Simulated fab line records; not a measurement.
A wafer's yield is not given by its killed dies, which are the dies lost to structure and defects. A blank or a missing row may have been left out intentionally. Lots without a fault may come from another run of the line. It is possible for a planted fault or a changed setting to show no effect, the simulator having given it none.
Which tool is to blame?	flow nandHarc	Sampling: 22 lots, 66 wafers, 6 of 1159 route steps

## WHAT THE GAUGES SHOWED, per wafer
The record holds no reading of a measuring or inspecting step that can be judged against a usual standard deviation.

## WHAT TOOL EACH LOT RAN ON (gives the tool, then ch and the chambers of the sampled wafers, and finally the start)
lot	NHARC_A_CONTACT_ETCH_77	NHARC_A_CONTACT_ETCH_78	NHARC_A_CONTACT_ETCH_131	NHARC_A_CONTACT_ETCH_106	NHARC_A_CONTACT_ETCH_138	NHARC_A_CONTACT_CMP_20
L075	rieDiel-02 ch 0,1, day 16 21:52 or earlier	rieDiel-02 ch 0,2, day 16 21:52 or earlier	harCapEtch-03 ch 0,1, day 16 21:52	rieDiel-04 ch 0,1, day 16 23:12	harCapEtch-01 ch 0, day 17 03:32	cmp-03 ch 0,2,3, day 17 15:01
L074	rieDiel-04 ch 2,3, day 16 22:52 or earlier	rieDiel-04 ch 1,3, day 16 22:52 or earlier	harCapEtch-01 ch 0,1, day 16 22:52	rieDiel-04 ch 0,3, day 17 00:14	harCapEtch-02 ch 0,1, day 17 04:47	cmp-03 ch 0,2,3, day 17 15:46
L076	rieDiel-04 ch 0,3, day 17 07:31 or earlier	rieDiel-04 ch 0,1,2, day 17 07:31 or earlier	harCapEtch-03 ch 0,1, day 17 07:31	rieDiel-04 ch 2,3, day 17 08:50	harCapEtch-01 ch 0,1, day 17 14:53	cmp-03 ch 1,2,3, day 17 19:51
L078	rieDiel-04 ch 0,2,3, day 17 17:11 or earlier	rieDiel-04 ch 1,2,3, day 17 17:11 or earlier	harCapEtch-03 ch 0,1, day 17 17:11	rieDiel-07 ch 0,2,3, day 17 18:33	harCapEtch-02 ch 0,1, day 17 23:10	cmp-01 ch 0,1,2, day 18 04:19
L079	rieDiel-02 ch 0,2,3, day 17 21:55 or earlier	rieDiel-02 ch 0,2, day 17 21:55 or earlier	harCapEtch-01 ch 0, day 17 21:55	rieDiel-04 ch 1,2, day 17 23:19	harCapEtch-01 ch 0,1, day 18 04:09	cmp-01 ch 0,2, day 18 13:26
L080	rieDiel-04 ch 0,2, day 18 10:59 or earlier	rieDiel-04 ch 0,2, day 18 10:59 or earlier	harCapEtch-03 ch 0,1, day 18 10:59	rieDiel-04 ch 0,2, day 18 12:25	harCapEtch-01 ch 0,1, day 18 17:22	cmp-01 ch 0,2,3, day 18 20:28
L081	rieDiel-02 ch 1,3, day 18 14:46 or earlier	rieDiel-02 ch 0,3, day 18 14:46 or earlier	harCapEtch-01 ch 1, day 18 14:46	rieDiel-07 ch 0,2, day 18 16:07	harCapEtch-03 ch 0,1, day 19 00:45	cmp-03 ch 0,1,2, day 19 04:04
L082	rieDiel-02 ch 1,2,3, day 19 03:09 or earlier	rieDiel-02 ch 1,2,3, day 19 03:09 or earlier	harCapEtch-02 ch 0,1, day 19 03:09	rieDiel-04 ch 0,1,3, day 19 04:32	harCapEtch-02 ch 0,1, day 19 09:44	cmp-04 ch 0,1,2, day 19 12:33
L083	rieDiel-04 ch 0,1,3, day 19 04:55 or earlier	rieDiel-04 ch 1,2,3, day 19 04:55 or earlier	harCapEtch-01 ch 0,1, day 19 04:55	rieDiel-02 ch 1,2,3, day 19 06:20	harCapEtch-02 ch 0,1, day 19 11:01	cmp-03 ch 1,2,3, day 19 13:49
L084	rieDiel-02 ch 1,2, day 19 05:11 or earlier	rieDiel-02 ch 1,2, day 19 05:11 or earlier	harCapEtch-03 ch 0,1, day 19 05:11	rieDiel-02 ch 2,3, day 19 06:38	harCapEtch-03 ch 0,1, day 19 12:00	cmp-01 ch 2,3, day 19 15:14
L086	rieDiel-02 ch 2,3, day 19 15:19 or earlier	rieDiel-02 ch 0,2, day 19 15:19 or earlier	harCapEtch-02 ch 0,1, day 19 15:19	rieDiel-07 ch 0,1,2, day 19 16:52	harCapEtch-01 ch 0,1, day 19 21:55	cmp-03 ch 1,2, day 20 04:29
L088	rieDiel-02 ch 0,2,3, day 19 18:10 or earlier	rieDiel-02 ch 0,1,2, day 19 18:10 or earlier	harCapEtch-03 ch 0,1, day 19 18:10	rieDiel-04 ch 1,2,3, day 19 19:38	harCapEtch-03 ch 0, day 20 00:11	cmp-04 ch 2,3, day 20 06:13
L087	rieDiel-04 ch 1,2, day 19 18:52 or earlier	rieDiel-04 ch 2,3, day 19 18:52 or earlier	harCapEtch-02 ch 0,1, day 19 18:52	rieDiel-04 ch 1,3, day 19 20:17	harCapEtch-02 ch 0,1, day 20 00:34	cmp-04 ch 1,2,3, day 20 07:45
L089	rieDiel-07 ch 1,2, day 21 07:42 or earlier	rieDiel-07 ch 2,3, day 21 07:42 or earlier	harCapEtch-03 ch 0,1, day 21 07:42	rieDiel-04 ch 1,2,3, day 21 09:03	harCapEtch-03 ch 0,1, day 21 16:23	cmp-04 ch 0,2,3, day 21 23:59
L092	rieDiel-04 ch 0,1,3, day 21 08:50 or earlier	rieDiel-04 ch 0,1,3, day 21 08:50 or earlier	harCapEtch-02 ch 0,1, day 21 08:50	rieDiel-04 ch 0,2,3, day 21 10:11	harCapEtch-02 ch 0,1, day 21 16:57	cmp-01 ch 0,2,3, day 22 00:40
L090	rieDiel-07 ch 0,2,3, day 21 13:28 or earlier	rieDiel-07 ch 0,1,3, day 21 13:28 or earlier	harCapEtch-03 ch 0, day 21 13:28	rieDiel-04 ch 1,3, day 21 15:10	harCapEtch-03 ch 0,1, day 21 19:25	cmp-01 ch 1,2, day 22 01:25
L091	rieDiel-04 ch 0,2,3, day 21 15:28 or earlier	rieDiel-04 ch 1,2,3, day 21 15:28 or earlier	harCapEtch-02 ch 0,1, day 21 15:28	rieDiel-04 ch 0,1,3, day 21 16:49	harCapEtch-01 ch 0,1, day 21 22:00	cmp-01 ch 2,3, day 22 02:10
L093	rieDiel-02 ch 0,1, day 21 20:19 or earlier	rieDiel-02 ch 0,1,3, day 21 20:19 or earlier	harCapEtch-02 ch 0,1, day 21 20:19	rieDiel-04 ch 1,2,3, day 21 21:41	harCapEtch-03 ch 0,1, day 22 02:55	cmp-04 ch 0,1, day 22 05:56
L094	rieDiel-07 ch 1,2, day 21 23:23 or earlier	rieDiel-07 ch 0,1,2, day 21 23:23 or earlier	harCapEtch-03 ch 0,1, day 21 23:23	rieDiel-04 ch 1,2, day 22 01:01	harCapEtch-02 ch 0,1, day 22 06:08	cmp-03 ch 0,2,3, day 22 12:05
L096	rieDiel-04 ch 1,2,3, day 22 02:16 or earlier	rieDiel-04 ch 1,2,3, day 22 02:16 or earlier	harCapEtch-01 ch 0,1, day 22 02:16	rieDiel-07 ch 0,2,3, day 22 04:10	harCapEtch-03 ch 0,1, day 22 09:14	cmp-04 ch 0,1,2, day 22 13:46
L095	rieDiel-07 ch 1,2, day 22 08:03 or earlier	rieDiel-07 ch 1,2,3, day 22 08:03 or earlier	harCapEtch-01 ch 0,1, day 22 08:03	rieDiel-07 ch 0,3, day 22 09:32	harCapEtch-01 ch 0,1, day 22 14:11	cmp-03 ch 0,3, day 22 19:54
L097	rieDiel-07 ch 0,1, day 22 17:40 or earlier	rieDiel-07 ch 0,1,3, day 22 17:40 or earlier	harCapEtch-03 ch 0,1, day 22 17:40	rieDiel-02 ch 1,3, day 22 19:02	harCapEtch-03 ch 0,1, day 22 23:20	cmp-04 ch 1,3, day 23 06:19
- NHARC_A_CONTACT_ETCH_77: etches the open film in CF4/CHF3, target depth 72.6 nm, time 36.3 s.
- NHARC_A_CONTACT_ETCH_78: etches the open film in O2/COS, target depth 2800 nm, time 728 s.
- NHARC_A_CONTACT_ETCH_131: etches the open film in C4F8/O2/Ar, time 155 s, target depth 956 nm.
- NHARC_A_CONTACT_ETCH_106: etches the open film in CF4/O2, target depth 60 nm, overetch 6 nm, time 33 s.
- NHARC_A_CONTACT_ETCH_138: etches the open film in C4F8/O2/Ar, time 132 s, target depth 1289 nm.
- NHARC_A_CONTACT_CMP_20: polishes, t overpolish 30 s, target thk 300 nm.

## AS READ BY THE TOOLS THEMSELVES (means over the sampled wafers that have a number; for cases with no such wafer, the mark the record gives instead)
NHARC_A_CONTACT_ETCH_77.
lot	tool	biasW (W)	drypumpMotorCurrentA (A)	mfcArSccm (sccm)	oesProductAu (a.u.)	rfVppV (V)	showerheadPlenumPTorr (Torr)	throttleValvePct (%)
L075	rieDiel-02	200.2	6.1	0.006	0.922	367.9	1.52	16.806
L074	rieDiel-04	199.8	6.3	0.007	0.928	371.8	1.59	16.797
L076	rieDiel-04	199.4	5.9	0.009	0.976	370.3	1.58	16.800
L078	rieDiel-04	199.5	5.7	0.016	0.927	369.6	1.54	16.798
L079	rieDiel-02	199.8	5.7	0.015	0.910	369.3	1.54	16.807
L080	rieDiel-04	199.7	5.5	0.024	0.922	368.8	1.51	16.804
L081	rieDiel-02	200.6	5.9	0.021	0.925	369.5	1.55	16.800
L082	rieDiel-02	200.1	5.7	0.021	0.957	370.2	1.56	16.806
L083	rieDiel-04	200.2	5.7	0.014	0.928	371.2	1.57	16.805
L084	rieDiel-02	200.0	5.9	0.017	0.922	369.4	1.57	16.798
L086	rieDiel-02	199.8	5.4	0.024	0.935	370.1	1.55	16.807
L088	rieDiel-02	200.1	5.7	0.015	0.954	369.3	1.54	16.802
L087	rieDiel-04	200.0	5.7	0.018	0.915	370.8	1.58	16.811
L089	rieDiel-07	200.1	5.7	0.013	0.924	370.7	1.58	16.791
L092	rieDiel-04	199.9	5.7	0.014	0.952	370.2	1.57	16.805
L090	rieDiel-07	200.1	5.9	0.019	0.976	371.9	1.60	16.794
L091	rieDiel-04	200.5	5.7	0.016	0.961	370.2	1.54	16.798
L093	rieDiel-02	200.2	6.1	0.012	0.938	368.3	1.52	16.802
L094	rieDiel-07	199.6	5.7	0.013	0.949	370.4	1.58	16.804
L096	rieDiel-04	200.5	6.0	0.013	0.921	370.8	1.59	16.800
L095	rieDiel-07	200.1	5.8	0.013	0.960	372.0	1.58	16.805
L097	rieDiel-07	200.4	5.5	0.011	0.967	371.7	1.60	16.800

NHARC_A_CONTACT_ETCH_78.
lot	tool	biasW (W)	drypumpMotorCurrentA (A)	mfcArSccm (sccm)	oesProductAu (a.u.)	rfVppV (V)	showerheadPlenumPTorr (Torr)	throttleValvePct (%)
L075	rieDiel-02	300.5	5.9	0.005	0.994	312.2	3.03	28.340
L074	rieDiel-04	299.4	6.0	0.011	0.989	315.9	3.21	28.331
L076	rieDiel-04	299.9	5.4	0.022	0.989	313.8	3.05	28.323
L078	rieDiel-04	299.4	6.0	0.013	0.993	314.0	3.15	28.331
L079	rieDiel-02	299.4	5.9	0.011	0.993	314.3	3.09	28.326
L080	rieDiel-04	299.8	5.5	0.024	1.001	313.3	2.99	28.326
L081	rieDiel-02	299.7	5.8	0.009	0.992	312.9	3.00	28.339
L082	rieDiel-02	299.7	5.8	0.021	0.997	313.2	3.08	28.329
L083	rieDiel-04	299.8	6.0	0.013	0.995	314.1	3.15	28.329
L084	rieDiel-02	300.4	6.1	0.017	1.011	312.9	3.09	28.326
L086	rieDiel-02	299.6	5.9	0.011	0.983	313.7	3.08	28.326
L088	rieDiel-02	301.0	6.0	0.011	0.993	312.6	3.06	28.336
L087	rieDiel-04	300.4	6.0	0.015	0.989	314.5	3.09	28.328
L089	rieDiel-07	300.0	6.0	0.026	1.001	314.5	3.14	28.336
L092	rieDiel-04	299.6	5.7	0.014	0.992	315.2	3.12	28.330
L090	rieDiel-07	300.5	5.8	0.006	0.999	316.0	3.20	28.330
L091	rieDiel-04	301.3	6.0	0.013	0.987	314.3	3.15	28.339
L093	rieDiel-02	300.0	5.9	0.015	1.004	311.7	3.02	28.332
L094	rieDiel-07	300.1	5.7	0.019	1.009	314.9	3.14	28.328
L096	rieDiel-04	299.6	6.0	0.013	0.998	314.4	3.14	28.339
L095	rieDiel-07	300.7	5.9	0.013	1.009	314.8	3.15	28.330
L097	rieDiel-07	300.8	5.8	0.006	1.004	315.1	3.19	28.325

NHARC_A_CONTACT_ETCH_106.
lot	tool	biasW (W)	drypumpMotorCurrentA (A)	mfcArSccm (sccm)	oesProductAu (a.u.)	rfVppV (V)	showerheadPlenumPTorr (Torr)	throttleValvePct (%)
L075	rieDiel-04	100.3	5.4	0.020	0.995	198.3	1.33	13.397
L074	rieDiel-04	99.9	6.0	0.009	1.003	198.9	1.35	13.399
L076	rieDiel-04	99.8	6.0	0.015	0.993	198.2	1.32	13.404
L078	rieDiel-07	100.1	5.9	0.019	1.008	198.3	1.36	13.400
L079	rieDiel-04	99.9	5.7	0.020	0.996	197.4	1.32	13.388
L080	rieDiel-04	99.9	5.1	0.025	1.005	196.9	1.26	13.396
L081	rieDiel-07	100.3	5.8	0.032	1.011	197.4	1.34	13.404
L082	rieDiel-04	100.0	5.7	0.014	0.997	197.6	1.34	13.393
L083	rieDiel-02	99.9	5.8	0.021	0.988	196.4	1.32	13.391
L084	rieDiel-02	99.9	5.6	0.020	0.987	197.8	1.33	13.405
L086	rieDiel-07	100.4	5.7	0.019	0.989	197.6	1.35	13.403
L088	rieDiel-04	99.8	6.0	0.013	0.992	197.4	1.35	13.403
L087	rieDiel-04	100.2	6.3	0.005	0.999	198.4	1.38	13.398
L089	rieDiel-04	100.0	6.0	0.013	0.999	198.0	1.35	13.398
L092	rieDiel-04	99.6	5.7	0.016	0.993	198.4	1.31	13.396
L090	rieDiel-04	99.4	6.0	0.011	0.992	199.3	1.37	13.398
L091	rieDiel-04	100.1	5.7	0.014	0.999	197.6	1.33	13.389
L093	rieDiel-04	100.2	6.0	0.013	0.993	197.5	1.34	13.404
L094	rieDiel-04	99.8	5.7	0.018	0.992	197.8	1.34	13.395
L096	rieDiel-07	100.2	5.9	0.019	1.015	198.2	1.36	13.399
L095	rieDiel-07	100.0	5.7	0.011	0.999	199.2	1.37	13.405
L097	rieDiel-02	100.0	5.9	0.021	1.000	197.5	1.31	13.400

NHARC_A_CONTACT_CMP_20.
lot	tool	motorCurrentA (A)	overpolishRunS (s)	timeToEndpointS (s)
L075	cmp-03	12.0	29.997	61
L074	cmp-03	12.6	29.998	60
L076	cmp-03	12.7	29.993	64
L078	cmp-01	11.9	30.003	59
L079	cmp-01	12.8	30.008	60
L080	cmp-01	11.8	30.006	60
L081	cmp-03	12.4	30.003	54
L082	cmp-04	12.1	29.992	60
L083	cmp-03	12.7	30.002	55
L084	cmp-01	11.4	30.001	56
L086	cmp-03	11.9	30.001	56
L088	cmp-04	13.3	30.003	56
L087	cmp-04	13.2	29.996	56
L089	cmp-04	12.2	30.000	63
L092	cmp-01	11.9	29.997	62
L090	cmp-01	11.5	30.004	56
L091	cmp-01	10.6	30.007	62
L093	cmp-04	12.0	30.002	61
L094	cmp-03	12.9	30.000	60
L096	cmp-04	12.3	29.991	58
L095	cmp-03	13.2	29.994	63
L097	cmp-04	13.6	30.000	61

## THE ANSWER, worked out from the rows above alone
Rule: the usual values come from the lots themselves. Put in order of their means at a reading, lots are off if they are a third of the lots or fewer, leave a main group of 4 or more, and stand apart from it by a gap of 3 or more times the standard deviation of the main group's means; of several such gaps the widest counts. A main group is skipped when, at the precision printed for the reading in the tables above, its means are all equal. A lot without any number at a reading at which 4 lots or more have one is off too. Where the step has rows for the other lots, those lots are counted as sound. After the gauges, taken in route order, come the tools' own readings; for these a lot's mean is taken, as printed above. At the first step where some lot is off, the reading lying furthest off is the one used; lots without a number count as furthest.
No lot is off at any reading shown: from this, nothing can be told.

## WHAT HAD BEEN PUT IN BY THE SIMULATOR
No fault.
